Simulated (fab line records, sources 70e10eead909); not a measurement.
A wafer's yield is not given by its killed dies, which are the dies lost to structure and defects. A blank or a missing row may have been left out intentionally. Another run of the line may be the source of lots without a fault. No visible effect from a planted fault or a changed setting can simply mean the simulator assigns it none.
Which tool did it? -- flow nand_harc -- 72 wafers from 24 lots sampled at 2 of the route's 1159 steps

## WHAT THE GAUGES SHOWED, per wafer
NHARC_A_CONTACT_INSPECT_44.
lot,measured,on,raw_defect_count
L074,day 15 19:16,defect_inspect-02,34 33 43
L075,day 16 07:58,defect_inspect-02,31 30 35
L077,day 16 12:56,defect_inspect-02,23 21 15
L076,day 16 13:35,defect_inspect-02,15 16 18
L078,day 16 22:36,defect_inspect-01,34 32 25
L081,day 17 19:59,defect_inspect-01,6 7 8
L079,day 17 10:23,defect_inspect-01,20 29 28
L080,day 17 14:38,defect_inspect-01,38 35 38
L083,day 18 18:04,defect_inspect-01,31 25 33
L082,day 18 17:39,defect_inspect-02,12 8 14
L084,day 19 04:42,defect_inspect-01,9 6 9
L088,day 19 12:26,defect_inspect-02,39 27 30
L087,day 19 03:30,defect_inspect-02,15 14 11
L085,day 19 08:53,defect_inspect-02,36 43 46
L086,day 19 07:37,defect_inspect-01,19 23 26
L089,day 19 22:09,defect_inspect-01,24 35 30
L090,day 19 21:59,defect_inspect-02,38 23 24
L092,day 21 04:20,defect_inspect-01,58 47 51
L093,day 20 23:03,defect_inspect-01,8 17 23
L094,day 21 08:43,defect_inspect-01,24 39 42
L096,day 21 16:59,defect_inspect-02,62 57 51
L097,day 21 20:58,defect_inspect-01,16 18 18
L091,day 21 17:15,defect_inspect-02,48 59 58
L095,day 22 03:45,defect_inspect-02,13 15 15

## EACH LOT AND THE TOOL THAT RAN IT (in order: tool; ch and the chambers of the sampled wafers; start)
lot,NHARC_A_WL_FILL_RTA_01
L074,"rtp_anneal-01 ch 0, day 14 10:46"
L075,"rtp_anneal-01 ch 0, day 14 16:55"
L077,"rtp_anneal-02 ch 0, day 15 02:53"
L076,"rtp_anneal-02 ch 0, day 15 03:05"
L078,"rtp_anneal-01 ch 0, day 15 12:55"
L081,"rtp_anneal-01 ch 0, day 16 03:17"
L079,"rtp_anneal-01 ch 0, day 16 03:29"
L080,"rtp_anneal-02 ch 0, day 16 03:38"
L083,"rtp_anneal-01 ch 0, day 17 07:13"
L082,"rtp_anneal-01 ch 0, day 17 07:25"
L084,"rtp_anneal-01 ch 0, day 17 10:29"
L088,"rtp_anneal-02 ch 0, day 17 21:08"
L087,"rtp_anneal-02 ch 0, day 17 21:16"
L085,"rtp_anneal-02 ch 0, day 17 21:26"
L086,"rtp_anneal-01 ch 0, day 17 21:39"
L089,"rtp_anneal-02 ch 0, day 18 11:20"
L090,"rtp_anneal-01 ch 0, day 18 11:37"
L092,"rtp_anneal-01 ch 0, day 19 11:04"
L093,"rtp_anneal-01 ch 0, day 19 15:02"
L094,"rtp_anneal-02 ch 0, day 19 15:02"
L096,"rtp_anneal-02 ch 0, day 20 03:29"
L097,"rtp_anneal-02 ch 0, day 20 03:39"
L091,"rtp_anneal-02 ch 0, day 20 03:53"
L095,"rtp_anneal-02 ch 0, day 20 06:23"
- NHARC_A_WL_FILL_RTA_01: time 5 s.

## WHAT THE TOOLS THEMSELVES READ (means of the sampled wafers that have a number; where no wafer has one, the mark that the record gives instead)
NHARC_A_WL_FILL_RTA_01.
lot,tool,lamp_power_pct (%),lamp_zone_1_pct (%),wafer_temp_C_max
L074,rtp_anneal-01,34.2,34.2,1004.7
L075,rtp_anneal-01,34.2,34.2,1005.1
L077,rtp_anneal-02,28.2,28.2,1005.4
L076,rtp_anneal-02,28.2,28.2,1004.1
L078,rtp_anneal-01,34.2,34.1,1003.7
L081,rtp_anneal-01,34.2,34.2,1004.0
L079,rtp_anneal-01,34.2,34.1,1004.5
L080,rtp_anneal-02,28.2,28.2,1004.3
L083,rtp_anneal-01,34.2,34.2,1004.3
L082,rtp_anneal-01,34.2,34.2,1004.4
L084,rtp_anneal-01,34.2,34.2,1004.6
L088,rtp_anneal-02,28.2,28.2,1004.3
L087,rtp_anneal-02,28.2,28.2,1004.7
L085,rtp_anneal-02,28.2,28.2,1004.3
L086,rtp_anneal-01,34.2,34.2,1003.8
L089,rtp_anneal-02,28.3,28.3,1004.0
L090,rtp_anneal-01,34.2,34.2,1004.5
L092,rtp_anneal-01,34.2,34.2,1004.6
L093,rtp_anneal-01,34.2,34.2,1003.9
L094,rtp_anneal-02,28.2,28.2,1004.9
L096,rtp_anneal-02,28.2,28.2,1004.9
L097,rtp_anneal-02,28.2,28.2,1004.3
L091,rtp_anneal-02,28.2,28.2,1004.5
L095,rtp_anneal-02,28.2,28.2,1004.0

## THE ANSWER, worked out from the rows above alone
Rule: the usual values come from the lots themselves. Put in order of their means at a reading, lots are off if they are a third of the lots or fewer, leave a main group of 4 or more, and stand apart from it by a gap of 3 or more times the standard deviation of the main group's means; of several such gaps the widest counts. A main group is skipped when, at the precision printed for the reading in the tables above, its means are all equal. Also off: a lot with no number at a reading for which 4 or more lots have one. The other lots that the step has rows for count as sound. Order of review: gauges by route order, followed by the tools' own readings, for which a lot's mean as printed above is used. At the first step where some lot is off, the reading lying furthest off is the one used; lots without a number count as furthest.
No lot is off at any reading shown: from this, nothing can be told.

## WHAT THE SIMULATOR HAD PUT IN
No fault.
